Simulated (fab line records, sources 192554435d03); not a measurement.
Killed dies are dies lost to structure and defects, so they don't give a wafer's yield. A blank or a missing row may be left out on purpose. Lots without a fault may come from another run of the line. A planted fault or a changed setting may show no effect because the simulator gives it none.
Chamber matching | flow n5_finfet | N5_BEOL_M8_CMP_52 on cmp-02: 4 sister chambers
The step polishes, stops on SiCOH lowk, t overpolish 6.9 s, target thk 80 nm. 14 wafers are shown with their chamber, then 7 later ones without.

WAFERS WITH THEIR CHAMBER
wafer  | chamber | motor_current_A (A) | time_to_endpoint_s (s) | barrier_field_endpoint_s (s)
L076.2 | 1       | 5.5                 | 67                     | 30.0
L076.4 | 2       | 5.9                 | 63                     | 29.9
L076.6 | 1       | 5.3                 | 65                     | 29.0
L075.2 | 0       | 6.3                 | 69                     | 29.1
L075.3 | 1       | 5.5                 | 69                     | 30.1
L075.4 | 3       | 7.2                 | 62                     | 29.3
L081.2 | 3       | 7.8                 | 63                     | 28.5
L081.4 | 1       | 5.4                 | 68                     | 30.5
L081.6 | 0       | 6.1                 | 68                     | 29.8
L085.2 | 0       | 6.3                 | 67                     | 29.5
L085.4 | 2       | 5.9                 | 67                     | 29.6
L085.6 | 3       | 7.3                 | 64                     | 29.1
L087.4 | 2       | 5.5                 | 64                     | 29.4
L087.5 | 1       | 5.2                 | 62                     | 29.9

SIGNATURES (means of the wafers above)
reading                  | chamber 0 | chamber 1 | chamber 2 | chamber 3 | scatter within a chamber
motor_current_A          | 6.233     | 5.380     | 5.767     | 7.433     | 0.202
time_to_endpoint_s       | 68.00     | 66.20     | 64.67     | 63.00     | 2.08
barrier_field_endpoint_s | 29.467    | 29.900    | 29.633    | 28.967    | 0.44
Rule: a wafer's distance from a chamber is the root of the sum, over the readings, of the square of ((its reading less the chamber's mean) divided by the reading's scatter). The wafer belongs to the nearest chamber; if the next one is less than 2 further off, it can't be placed. The scatter: the root of (the sum of the squares of (reading less its chamber's mean) over the shown wafers, divided by (wafers less chambers)).

WAFERS WITHOUT THEIR CHAMBER
wafer  | motor_current_A (A) | time_to_endpoint_s (s) | barrier_field_endpoint_s (s)
L087.6 | 6.1                 | 66                     | 29.9
L089.1 | 5.7                 | 68                     | 29.9
L089.3 | 7.5                 | 64                     | 30.1
L089.5 | 5.8                 | 69                     | 30.1
L090.2 | 6.2                 | 66                     | 29.2
L090.3 | 7.3                 | 63                     | 28.4
L090.4 | 5.4                 | 69                     | 30.4

WHICH CHAMBER EACH WENT THROUGH
wafer  | from the rows above          | in truth
L087.6 | can't be placed: 0 or 2      | 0
L089.1 | can't be placed: 2 or 1 or 0 | 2
L089.3 | 3                            | 3
L089.5 | can't be placed: 2 or 1 or 0 | 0
L090.2 | can't be placed: 0 or 2      | 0
L090.3 | 3                            | 3
L090.4 | can't be placed: 1 or 2      | 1
Placed correctly: 2 of 7. Can't be placed from these rows: 5 (the true chamber is among the candidates in 5). Placed wrongly: 0.
